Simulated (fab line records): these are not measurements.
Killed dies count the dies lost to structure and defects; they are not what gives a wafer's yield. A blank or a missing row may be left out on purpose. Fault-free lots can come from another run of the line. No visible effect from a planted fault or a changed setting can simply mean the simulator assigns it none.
Matching of chambers    flow n5 finfet    N5_BEOL_M13_ETCH_59 on rie diel-02: 4 sister chambers
The step etches BARC in N2/H2, target depth 89 nm, overetch 26.7 nm, time 67.9 s. 4 wafers are shown with their chamber, then 9 later ones without.

## WAFERS PAIRED WITH THEIR CHAMBERS
wafer   chamber  throttle valve pct (%)
L086.3  1        18.30
L088.1  0        18.17
L088.2  2        17.45
L088.5  3        18.12

## WAFERS WHOSE CHAMBER IS MISSING
wafer   throttle valve pct (%)
L092.1  18.30
L092.2  18.18
L092.5  18.17
L095.1  18.15
L095.3  18.19
L095.4  17.46
L096.1  18.17
L096.2  17.48
L096.3  18.33

## EACH ONE'S CHAMBER
wafer    from the rows above       in truth
L092.1   1                         1
L092.2   0                         0
L092.5   0                         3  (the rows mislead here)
L095.1   can't be placed: 0 or 3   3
L095.3   0                         0
L095.4   2                         2
L096.1   0                         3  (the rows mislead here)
L096.2   2                         2
L096.3   1                         1
Placed correctly: 6 of 9. Unplaceable from these rows: 1, with the true chamber sitting among the candidates in 1. Wrongly placed: 2.
How it was worked out, from the rows above alone: a wafer's distance from a chamber is the root of the sum, over the readings, of the square of ((its reading less the chamber's mean) divided by the reading's scatter). If the next closest chamber is less than 2 further off than the closest, the wafer can't be placed; otherwise it belongs to the closest. The mean given for a chamber averages the wafers shown for that chamber. The scatter: root of mean squared gap, hidden wafer to nearest shown wafer, with one shown wafer a chamber.
